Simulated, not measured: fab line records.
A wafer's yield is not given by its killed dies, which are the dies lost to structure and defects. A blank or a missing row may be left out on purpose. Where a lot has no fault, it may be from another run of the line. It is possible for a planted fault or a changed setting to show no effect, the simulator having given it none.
Split-lot experiment :: flow n5 finfet :: on a route of 1938 steps: 7 lots, 21 wafers read

THE SPLIT
At N5_ZERO_LAYER_COAT_05 (resist thk 1000 nm), the setting spin rpm was moved away from the recipe's 1500 rpm on 4 of the 21 wafers read, by -3.5% to +9.2%. All remaining wafers had this setting at the recipe value.

FROM THE SPLIT TO THE READING: what the file shows between them, 4 steps
- N5_ZERO_LAYER_EXPOSE_08: exposes mask ZERO, defocus 0 nm, target cd 2000 nm (also split here: dose mj)
- N5_ZERO_LAYER_PEB_09
- N5_ZERO_LAYER_DEVELOP_10: develop time 60 s
- N5_ZERO_LAYER_DESCUM_16: chemistry O2, time 7.9 s

THE READING
coat_of_ZERO_LAYER_COAT_05.thk nm (the simulator's own value, which no gauge read), in nm, at N5_ZERO_LAYER_ETCH_17 (etches SiO2 in CF4, target depth 12 nm, time 13.3 s). The file gives no usual value for it. Here, 17 wafers ran the recipe; their average is 969.7 nm with a standard deviation of 2.3 nm.

wafer: L080.1
tool, chamber at the split: litho track-05, 0
spin rpm as run, rpm: 1500
against the recipe: recipe
coat_of_ZERO_LAYER_COAT_05.thk nm, nm: 970.3
against lot-mates on the recipe: -

wafer: L080.2
tool, chamber at the split: litho track-05, 0
spin rpm as run, rpm: 1500
against the recipe: recipe
coat_of_ZERO_LAYER_COAT_05.thk nm, nm: 973.4
against lot-mates on the recipe: -

wafer: L080.4
tool, chamber at the split: litho track-05, 0
spin rpm as run, rpm: 1500
against the recipe: recipe
coat_of_ZERO_LAYER_COAT_05.thk nm, nm: 973.3
against lot-mates on the recipe: -

wafer: L084.2
tool, chamber at the split: litho track-05, 0
spin rpm as run, rpm: 1500
against the recipe: recipe
coat_of_ZERO_LAYER_COAT_05.thk nm, nm: 966.2
against lot-mates on the recipe: -

wafer: L084.4
tool, chamber at the split: litho track-05, 0
spin rpm as run, rpm: 1500
against the recipe: recipe
coat_of_ZERO_LAYER_COAT_05.thk nm, nm: 968.1
against lot-mates on the recipe: -

wafer: L084.5
tool, chamber at the split: litho track-05, 0
spin rpm as run, rpm: 1500
against the recipe: recipe
coat_of_ZERO_LAYER_COAT_05.thk nm, nm: 971.2
against lot-mates on the recipe: -

wafer: L085.2
tool, chamber at the split: litho track-03, 0
spin rpm as run, rpm: 1500
against the recipe: recipe
coat_of_ZERO_LAYER_COAT_05.thk nm, nm: 965.2
against lot-mates on the recipe: -

wafer: L085.5
tool, chamber at the split: litho track-03, 0
spin rpm as run, rpm: 1500
against the recipe: recipe
coat_of_ZERO_LAYER_COAT_05.thk nm, nm: 967.4
against lot-mates on the recipe: -

wafer: L085.6
tool, chamber at the split: litho track-03, 0
spin rpm as run, rpm: 1500
against the recipe: recipe
coat_of_ZERO_LAYER_COAT_05.thk nm, nm: 968.2
against lot-mates on the recipe: -

wafer: L090.2
tool, chamber at the split: litho track-03, 0
spin rpm as run, rpm: 1500
against the recipe: recipe
coat_of_ZERO_LAYER_COAT_05.thk nm, nm: 968.2
against lot-mates on the recipe: -

wafer: L090.4
tool, chamber at the split: litho track-03, 0
spin rpm as run, rpm: 1447
against the recipe: -3.5%
coat_of_ZERO_LAYER_COAT_05.thk nm, nm: 986.9
against lot-mates on the recipe: +17.4

wafer: L090.5
tool, chamber at the split: litho track-03, 0
spin rpm as run, rpm: 1500
against the recipe: recipe
coat_of_ZERO_LAYER_COAT_05.thk nm, nm: 970.7
against lot-mates on the recipe: -

wafer: L093.1
tool, chamber at the split: litho track-04, 0
spin rpm as run, rpm: 1576
against the recipe: +5.1%
coat_of_ZERO_LAYER_COAT_05.thk nm, nm: 946.8
against lot-mates on the recipe: -22.3

wafer: L093.3
tool, chamber at the split: litho track-04, 0
spin rpm as run, rpm: 1576
against the recipe: +5.1%
coat_of_ZERO_LAYER_COAT_05.thk nm, nm: 946.3
against lot-mates on the recipe: -22.8

wafer: L093.6
tool, chamber at the split: litho track-04, 0
spin rpm as run, rpm: 1500
against the recipe: recipe
coat_of_ZERO_LAYER_COAT_05.thk nm, nm: 969.1
against lot-mates on the recipe: -

wafer: L094.1
tool, chamber at the split: litho track-05, 0
spin rpm as run, rpm: 1500
against the recipe: recipe
coat_of_ZERO_LAYER_COAT_05.thk nm, nm: 969.4
against lot-mates on the recipe: -

wafer: L094.4
tool, chamber at the split: litho track-05, 0
spin rpm as run, rpm: 1500
against the recipe: recipe
coat_of_ZERO_LAYER_COAT_05.thk nm, nm: 971.7
against lot-mates on the recipe: -

wafer: L094.5
tool, chamber at the split: litho track-05, 0
spin rpm as run, rpm: 1500
against the recipe: recipe
coat_of_ZERO_LAYER_COAT_05.thk nm, nm: 969.6
against lot-mates on the recipe: -

wafer: L095.1
tool, chamber at the split: litho track-03, 0
spin rpm as run, rpm: 1500
against the recipe: recipe
coat_of_ZERO_LAYER_COAT_05.thk nm, nm: 971.1
against lot-mates on the recipe: -

wafer: L095.2
tool, chamber at the split: litho track-03, 0
spin rpm as run, rpm: 1638
against the recipe: +9.2%
coat_of_ZERO_LAYER_COAT_05.thk nm, nm: 926.6
against lot-mates on the recipe: -45.2

wafer: L095.4
tool, chamber at the split: litho track-03, 0
spin rpm as run, rpm: 1500
against the recipe: recipe
coat_of_ZERO_LAYER_COAT_05.thk nm, nm: 972.5
against lot-mates on the recipe: -

FIT RESULTS
A straight line over all 21 wafers: coat_of_ZERO_LAYER_COAT_05.thk nm changes by -4.67 nm for each +1% of spin rpm; r = -0.99; the points scatter about the line by 2.2 nm.
The same after taking each lot's own level away (the mean of its wafers on the recipe; 21 wafers): -4.77 nm for each +1%; r = -0.99; scatter 1.4 nm.
According to that fit, moving spin rpm by its largest amount changes the reading by 44 nm.
Measured against the standard deviation above, the lots' own levels, which go from 966.93 to 972.33 nm, span 2.4 times it.
The two slopes are in agreement: the lot-to-lot level therefore moves the slope only a little.
Check: for one of the wafers moved furthest among these (+9.2%), held out of the fit, the line's prediction against its lot-mates is -41.8 nm. Against them it came out at -45.2 nm.

FURTHER SPLITS ON THESE WAFERS
Note: prior to the reading, these wafers also went through further splits. Each is held against what the fit with the lots' levels taken away leaves over:
other split on the same wafers: N5_ZERO_LAYER_PECVD_02 time s
wafers away from the commonest value: 9
r with coat_of_ZERO_LAYER_COAT_05.thk nm (lot level and that fit taken away): -0.13

other split on the same wafers: N5_ZERO_LAYER_EXPOSE_08 dose mj
wafers away from the commonest value: 6
r with coat_of_ZERO_LAYER_COAT_05.thk nm (lot level and that fit taken away): +0.07

THE WHOLE CHAIN: every reading that the file lists as answering this split, in the file's order
step: N5_ZERO_LAYER_COAT_05
what it does: resist thk 1000 nm
reading: coat_of_ZERO_LAYER_COAT_05.thk nm (the simulator's own value, which no gauge read)
change (the file's fit): -4.89 nm for each +1% of the setting
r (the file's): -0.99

step: N5_ZERO_LAYER_ETCH_17
what it does: etches SiO2 in CF4, target depth 12 nm, time 13.3 s
reading: coat_of_ZERO_LAYER_COAT_05.thk nm (the simulator's own value, which no gauge read)
change (the file's fit): -4.82 nm for each +1% of the setting
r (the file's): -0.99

step: N5_ZERO_LAYER_STRIP_24
what it does: strips in O2
reading: strip time to endpoint s
change (the file's fit): withheld for each +1% of the setting
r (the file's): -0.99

THE FILE'S OWN FIT
coat_of_ZERO_LAYER_COAT_05.thk nm changes by -4.82 nm for each +1% of spin rpm, r = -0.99.
